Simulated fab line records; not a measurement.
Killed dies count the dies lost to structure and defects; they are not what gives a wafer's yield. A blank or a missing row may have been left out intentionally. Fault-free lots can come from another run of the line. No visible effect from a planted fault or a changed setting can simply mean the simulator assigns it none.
What tool caused it? ; flow n5 finfet ; 12 lots, 36 wafers sampled, at 3 steps of a route of 1938

## WHAT THE GAUGES SHOWED, per wafer
N5_BEOL_M9_INSPECT_58: inspects for defects (darkfield).
lot;measured;on;raw defect count
L571;day 10 14:53;defect inspect-01;46 80 65
L572;day 10 15:44;defect inspect-02;152 134 136
L573;day 11 07:33;defect inspect-02;57 98 89
L574;day 11 08:13;defect inspect-01;68 56 61
L575;day 11 15:49;defect inspect-01;78 100 87
L577;day 11 16:08;defect inspect-02;45 82 109
L579;day 12 15:15;defect inspect-02;94 121 146
L582;day 13 19:14;defect inspect-01;96 88 86
L584;day 13 21:48;defect inspect-02;226 134 187
L591;day 15 08:47;defect inspect-02;105 77 82
L592;day 15 21:56;defect inspect-01;112 84 111
L593;day 16 17:35;defect inspect-01;65 45 71

N5_BEOL_M10_THK_MEAS_01.
lot;measured;on;M10_ILD_THK (nm)
L571;day 10 15:38;film metro-01;264 275 278
L572;day 10 16:22;film metro-02;275 275 270
L573;day 11 08:39;film metro-02;261 265 262
L574;day 11 08:50;film metro-01;271 261 269
L575;day 11 16:29;film metro-02;261 265 270
L577;day 11 16:58;film metro-01;271 262 274
L579;day 12 15:53;film metro-02;260 264 273
L582;day 13 19:52;film metro-02;271 266 271
L584;day 13 22:26;film metro-02;264 266 275
L591;day 15 09:25;film metro-01;268 268 267
L592;day 15 22:34;film metro-01;268 279 273
L593;day 16 18:16;film metro-01;265 273 266

## WHICH TOOL RAN EACH LOT (tool, then ch and the chambers of the sampled wafers, then the start)
lot;N5_BEOL_M9_SPUTTER_48
L571;pvd sputter-01, day 10 13:51
L572;pvd sputter-03, day 10 14:44
L573;pvd sputter-01, day 11 06:23
L574;pvd sputter-02, day 11 07:08
L575;pvd sputter-01, day 11 14:50
L577;pvd sputter-02, day 11 15:05
L579;pvd sputter-02, day 12 14:16
L582;pvd sputter-03, day 13 18:15
L584;pvd sputter-03, day 13 20:37
L591;pvd sputter-02, day 15 07:43
L592;pvd sputter-01, day 15 20:02
L593;pvd sputter-01, day 16 16:28
- N5_BEOL_M9_SPUTTER_48: material Cu, target thk 12 nm, time 2 s.

## AS READ BY THE TOOLS THEMSELVES (means over the sampled wafers that have a number; for cases with no such wafer, the mark the record gives instead)
N5_BEOL_M9_SPUTTER_48.
lot;tool;chamber pressure pa (Pa);throttle valve pct (%)
L571;pvd sputter-01;0.13023;31.1
L572;pvd sputter-03;0.12987;31.1
L573;pvd sputter-01;0.13004;31.7
L574;pvd sputter-02;0.13001;30.4
L575;pvd sputter-01;0.12993;31.0
L577;pvd sputter-02;0.12994;30.5
L579;pvd sputter-02;0.12972;30.7
L582;pvd sputter-03;0.12992;31.0
L584;pvd sputter-03;0.13008;30.7
L591;pvd sputter-02;0.12994;30.0
L592;pvd sputter-01;0.12994;30.6
L593;pvd sputter-01;0.12999;30.9

## THE ANSWER, worked out from the rows above alone
Rule: what is usual is taken from the lots themselves. The widest of any qualifying gaps counts: lots, ordered by their means at a reading, are off when they make up no more than a third of the lots, leave a main group of 4 or more, and stand apart from it by 3 or more times the standard deviation of that group's means. A main group is skipped when, at the precision printed for the reading in the tables above, its means are all equal. A lot without any number at a reading at which 4 lots or more have one is off too. Where the step has rows for the other lots, those lots are counted as sound. First the gauges in route order, then the tools' own readings, where a lot's mean is used as printed above. At the first step where some lot is off, the reading lying furthest off is the one used; lots without a number count as furthest.
No lot is off on any of the readings shown, so nothing can be concluded from this.

## WHAT THE SIMULATOR HAD PUT IN
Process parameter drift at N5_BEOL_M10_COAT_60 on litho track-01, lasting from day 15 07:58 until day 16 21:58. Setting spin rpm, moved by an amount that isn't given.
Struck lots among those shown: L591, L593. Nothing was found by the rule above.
